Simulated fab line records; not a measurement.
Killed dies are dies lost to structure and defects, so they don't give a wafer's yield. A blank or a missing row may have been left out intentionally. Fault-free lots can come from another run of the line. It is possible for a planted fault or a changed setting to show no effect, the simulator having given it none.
Matching of chambers :: flow n5-finfet :: N5_BEOL_M4_ALD_84 on ald-metal-01 has 4 sister chambers
The step deposits TaN, pulse time 2 s, purge time 3 s, co reactant purge time 2 s. 16 wafers are shown with their chamber, then 8 later ones without.

WAFERS, EACH WITH ITS CHAMBER
wafer: L076.2
chamber: 1
heater-power-w (W): 443
heater-power-outer-w (W): 259

wafer: L076.5
chamber: 1
heater-power-w (W): 449
heater-power-outer-w (W): 252

wafer: L076.6
chamber: 0
heater-power-w (W): 395
heater-power-outer-w (W): 230

wafer: L079.1
chamber: 1
heater-power-w (W): 444
heater-power-outer-w (W): 256

wafer: L079.2
chamber: 3
heater-power-w (W): 388
heater-power-outer-w (W): 214

wafer: L079.5
chamber: 1
heater-power-w (W): 449
heater-power-outer-w (W): 261

wafer: L082.1
chamber: 3
heater-power-w (W): 395
heater-power-outer-w (W): 217

wafer: L082.2
chamber: 2
heater-power-w (W): 459
heater-power-outer-w (W): 277

wafer: L082.4
chamber: 1
heater-power-w (W): 440
heater-power-outer-w (W): 256

wafer: L085.3
chamber: 0
heater-power-w (W): 410
heater-power-outer-w (W): 220

wafer: L085.5
chamber: 2
heater-power-w (W): 462
heater-power-outer-w (W): 261

wafer: L085.6
chamber: 1
heater-power-w (W): 448
heater-power-outer-w (W): 259

wafer: L089.2
chamber: 3
heater-power-w (W): 392
heater-power-outer-w (W): 209

wafer: L089.4
chamber: 1
heater-power-w (W): 447
heater-power-outer-w (W): 258

wafer: L089.5
chamber: 0
heater-power-w (W): 391
heater-power-outer-w (W): 224

wafer: L090.1
chamber: 3
heater-power-w (W): 389
heater-power-outer-w (W): 217

SIGNATURES (means of the wafers above)
reading: heater-power-w
chamber 0: 398.67
chamber 1: 445.71
chamber 2: 460.50
chamber 3: 391.00
scatter within a chamber: 5.05

reading: heater-power-outer-w
chamber 0: 224.67
chamber 1: 257.29
chamber 2: 269.00
chamber 3: 214.25
scatter within a chamber: 4.77
Rule: a wafer's distance from a chamber is the root of the sum, over the readings, of the square of ((its reading less the chamber's mean) divided by the reading's scatter). If the next closest chamber is less than 2 further off than the closest, the wafer can't be placed; otherwise it belongs to the closest. The scatter: the root of (the sum of the squares of (reading less its chamber's mean) over the shown wafers, divided by (wafers less chambers)).

WAFERS WHOSE CHAMBER IS MISSING
wafer: L090.3
heater-power-w (W): 401
heater-power-outer-w (W): 229

wafer: L090.5
heater-power-w (W): 401
heater-power-outer-w (W): 211

wafer: L091.3
heater-power-w (W): 409
heater-power-outer-w (W): 232

wafer: L091.5
heater-power-w (W): 467
heater-power-outer-w (W): 267

wafer: L091.6
heater-power-w (W): 394
heater-power-outer-w (W): 216

wafer: L094.3
heater-power-w (W): 450
heater-power-outer-w (W): 276

wafer: L094.5
heater-power-w (W): 435
heater-power-outer-w (W): 272

wafer: L094.6
heater-power-w (W): 385
heater-power-outer-w (W): 214

CHAMBER TAKEN BY EACH
wafer: L090.3
from the rows above: 0
in truth: 0

wafer: L090.5
from the rows above: can't be placed: 3 or 0
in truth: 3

wafer: L091.3
from the rows above: 0
in truth: 0

wafer: L091.5
from the rows above: 2
in truth: 2

wafer: L091.6
from the rows above: can't be placed: 3 or 0
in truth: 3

wafer: L094.3
from the rows above: can't be placed: 2 or 1
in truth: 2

wafer: L094.5
from the rows above: can't be placed: 1 or 2
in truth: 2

wafer: L094.6
from the rows above: 3
in truth: 3
Placed correctly: 4 of 8. Can't be placed from these rows: 4 (the true chamber is among the candidates in 4). Number placed wrongly: 0.
